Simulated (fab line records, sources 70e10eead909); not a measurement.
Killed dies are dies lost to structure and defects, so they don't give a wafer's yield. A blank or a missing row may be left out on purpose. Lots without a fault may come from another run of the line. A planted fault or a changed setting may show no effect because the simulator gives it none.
Chamber matching | flow nand_harc | NHARC_P_BONDPAD_ACTIVATE_29 on rie_diel-13: 4 sister chambers
The step chemistry N2, time 60 s. 14 wafers are shown with their chamber, then 7 later ones without.

WAFERS WITH THEIR CHAMBER
wafer  | chamber | drypump_motor_current_A (A) | rf_vpp_V (V) | n2_flow_sccm (sccm)
L075.1 | 1       | 5.4                         | 65.1         | 199.5
L075.4 | 3       | 5.7                         | 65.3         | 199.9
L075.5 | 1       | 5.4                         | 64.8         | 199.3
L081.2 | 0       | 5.1                         | 64.0         | 201.1
L081.5 | 1       | 5.4                         | 63.9         | 198.7
L081.6 | 2       | 5.8                         | 64.1         | 199.8
L082.1 | 3       | 5.8                         | 65.2         | 200.2
L082.2 | 0       | 5.2                         | 63.6         | 199.8
L082.4 | 2       | 5.8                         | 63.8         | 199.1
L087.2 | 0       | 5.2                         | 63.8         | 200.1
L087.4 | 1       | 5.4                         | 61.6         | 199.9
L087.5 | 0       | 5.2                         | 63.6         | 200.3
L089.1 | 1       | 5.5                         | 63.4         | 200.6
L089.2 | 3       | 5.7                         | 65.2         | 199.3

SIGNATURES (means of the wafers above)
reading                 | chamber 0 | chamber 1 | chamber 2 | chamber 3 | scatter within a chamber
drypump_motor_current_A | 5.175     | 5.420     | 5.800     | 5.733     | 0.0471
rf_vpp_V                | 63.750    | 63.760    | 63.950    | 65.233    | 0.886
n2_flow_sccm            | 200.325   | 199.600   | 199.450   | 199.800   | 0.599
Rule: a wafer's distance from a chamber is the root of the sum, over the readings, of the square of ((its reading less the chamber's mean) divided by the reading's scatter). The wafer belongs to the nearest chamber; if the next one is less than 2 further off, it can't be placed. The scatter: the root of (the sum of the squares of (reading less its chamber's mean) over the shown wafers, divided by (wafers less chambers)).

WAFERS WITHOUT THEIR CHAMBER
wafer  | drypump_motor_current_A (A) | rf_vpp_V (V) | n2_flow_sccm (sccm)
L089.3 | 5.1                         | 63.8         | 200.4
L092.1 | 5.4                         | 64.0         | 200.3
L092.3 | 5.8                         | 65.0         | 199.9
L092.6 | 5.4                         | 62.9         | 200.7
L093.3 | 5.1                         | 64.1         | 200.7
L093.5 | 5.2                         | 64.4         | 200.7
L093.6 | 5.4                         | 63.5         | 200.1

WHICH CHAMBER EACH WENT THROUGH
wafer  | from the rows above     | in truth
L089.3 | 0                       | 0
L092.1 | 1                       | 1
L092.3 | can't be placed: 2 or 3 | 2
L092.6 | 1                       | 1
L093.3 | 0                       | 0
L093.5 | 0                       | 0
L093.6 | 1                       | 1
Placed correctly: 6 of 7. Can't be placed from these rows: 1 (the true chamber is among the candidates in 1). Placed wrongly: 0.
